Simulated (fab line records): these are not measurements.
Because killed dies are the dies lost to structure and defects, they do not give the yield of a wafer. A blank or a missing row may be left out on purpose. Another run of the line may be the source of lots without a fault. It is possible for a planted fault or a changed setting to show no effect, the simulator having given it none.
Split-lot study | flow n5_finfet | 7 lots, 39 wafers read, on a route of 1938 steps

## THE SPLIT ITSELF
At N5_BEOL_M2_HM_DEP_02 (deposits TiN, target thk 20 nm), the setting target_thk_a was moved away from the recipe's 200 angstrom on 12 of the 39 wafers read, by -31.5% to +32.2%. The other wafers ran this setting at the recipe's value.

## FROM THE SPLIT TO THE READING: what the file shows between them, 4 steps
- N5_BEOL_M2_COAT_61: time 60 s, resist thk 60 nm
- N5_BEOL_M2_COAT_62: time 60 s, resist thk 12 nm
- N5_BEOL_M2_STRIP_75: strips in N2/H2
- N5_BEOL_M2_STRIP_66: strips in CF4

## THE READING
etch.depth_nm (the simulator's own value, which no gauge read), in nm, at N5_BEOL_M2_HM_OPEN_17 (chemistry Cl2/BCl3, target TiN, target depth 20 nm, overetch 6 nm). There is no usual value for it anywhere in the file. Average 20.08 nm, standard deviation 0.16 nm, over the 27 wafers here run with the recipe.

wafer  | tool, chamber at the split | target_thk_a as run, angstrom | against the recipe | etch.depth_nm, nm | against lot-mates on the recipe
L076.1 | pvd_sputter-01, -          | 200                           | recipe             | 20.12             | -
L076.2 | pvd_sputter-01, -          | 142.6                         | -28.7%             | 14.28             | -5.85
L076.3 | pvd_sputter-01, -          | 142.6                         | -28.7%             | 14.49             | -5.64
L076.4 | pvd_sputter-01, -          | 200                           | recipe             | 20.09             | -
L076.5 | pvd_sputter-01, -          | 142.6                         | -28.7%             | 14.34             | -5.79
L076.6 | pvd_sputter-01, -          | 200                           | recipe             | 20.19             | -
L078.1 | pvd_sputter-01, -          | 200                           | recipe             | 19.99             | -
L078.2 | pvd_sputter-01, -          | 200                           | recipe             | 20.09             | -
L078.3 | pvd_sputter-01, -          | 200                           | recipe             | 20.11             | -
L078.4 | pvd_sputter-01, -          | 200                           | recipe             | 19.97             | -
L078.5 | pvd_sputter-01, -          | 200                           | recipe             | 20.01             | -
L078.6 | pvd_sputter-01, -          | 200                           | recipe             | 19.84             | -
L079.1 | pvd_sputter-01, -          | 200                           | recipe             | 20.18             | -
L079.2 | pvd_sputter-01, -          | 264.5                         | +32.2%             | 25.89             | +5.80
L079.3 | pvd_sputter-01, -          | 200                           | recipe             | 20.01             | -
L079.4 | pvd_sputter-01, -          | 264.5                         | +32.2%             | 26.05             | +5.96
L079.5 | pvd_sputter-01, -          | 264.5                         | +32.2%             | 26.05             | +5.96
L079.6 | pvd_sputter-01, -          | 200                           | recipe             | 20.09             | -
L082.1 | pvd_sputter-03, -          | 200                           | recipe             | 20.14             | -
L082.2 | pvd_sputter-03, -          | 200                           | recipe             | 20.34             | -
L082.3 | pvd_sputter-03, -          | 200                           | recipe             | 20.26             | -
L082.4 | pvd_sputter-03, -          | 200                           | recipe             | 20.16             | -
L082.5 | pvd_sputter-03, -          | 200                           | recipe             | 20.2              | -
L082.6 | pvd_sputter-03, -          | 200                           | recipe             | 20.25             | -
L089.2 | pvd_sputter-03, -          | 200                           | recipe             | 19.77             | -
L089.3 | pvd_sputter-03, -          | 200                           | recipe             | 19.81             | -
L089.6 | pvd_sputter-03, -          | 200                           | recipe             | 19.85             | -
L091.1 | pvd_sputter-03, -          | 200                           | recipe             | 20.14             | -
L091.2 | pvd_sputter-03, -          | 157.7                         | -21.2%             | 16.14             | -4.14
L091.3 | pvd_sputter-03, -          | 200                           | recipe             | 20.38             | -
L091.4 | pvd_sputter-03, -          | 157.7                         | -21.2%             | 16.25             | -4.03
L091.5 | pvd_sputter-03, -          | 157.7                         | -21.2%             | 16.19             | -4.09
L091.6 | pvd_sputter-03, -          | 200                           | recipe             | 20.31             | -
L092.1 | pvd_sputter-03, -          | 137                           | -31.5%             | 13.64             | -6.35
L092.2 | pvd_sputter-03, -          | 137                           | -31.5%             | 13.81             | -6.18
L092.3 | pvd_sputter-03, -          | 137                           | -31.5%             | 13.76             | -6.23
L092.4 | pvd_sputter-03, -          | 200                           | recipe             | 20.02             | -
L092.5 | pvd_sputter-03, -          | 200                           | recipe             | 19.86             | -
L092.6 | pvd_sputter-03, -          | 200                           | recipe             | 20.1              | -

FIT RESULTS
A straight line over all 39 wafers: etch.depth_nm changes by +0.192 nm for each +1% of target_thk_a; r = +1.00; the points scatter about the line by 0.19 nm.
The same after taking each lot's own level away (the mean of its wafers on the recipe; 39 wafers): +0.193 nm for each +1%; r = +1.00; scatter 0.13 nm.
Per that fit: largest target_thk_a move, reading shift of 6.2 nm.
The lots' own levels span 19.810 to 20.277 nm, that is 2.9 times the standard deviation above.
The two slopes are in agreement: the lot-to-lot level therefore moves the slope only a little.
Check: for one of the wafers moved furthest among these (+32.2%), held out of the fit, the line's prediction against its lot-mates is +6.23 nm. It came out at +5.8 nm against them.

## THESE WAFERS: OTHER SPLITS
Note: prior to the reading, these wafers also went through further splits. Each is held against what the fit with the lots' levels taken away leaves over:
other split on the same wafers          | wafers away from the commonest value | r with etch.depth_nm (lot level and that fit taken away)
N5_HKMG_FIN_DEVELOP_48 develop_time_s   | 9                                    | -0.01
N5_MOL_CONTACT_COAG_ETCHBACK_135 time_s | 15                                   | -0.14

## THE WHOLE CHAIN: every reading that the file lists as answering this split, in the file's order
step                  | what it does                                                      | reading                                                                          | change (the file's fit)               | r (the file's)
N5_BEOL_M2_HM_DEP_02  | deposits TiN, target thk 20 nm                                    | TiN_of_BEOL_M2_HM_DEP_02.thk_nm (the simulator's own value, which no gauge read) | +0.2 nm for each +1% of the setting   | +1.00
N5_BEOL_M2_HM_OPEN_17 | chemistry Cl2/BCl3, target TiN, target depth 20 nm, overetch 6 nm | etch.depth_nm (the simulator's own value, which no gauge read)                   | +0.193 nm for each +1% of the setting | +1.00

## THE FILE'S OWN FIT
etch.depth_nm changes by +0.193 nm for each +1% of target_thk_a, r = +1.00.
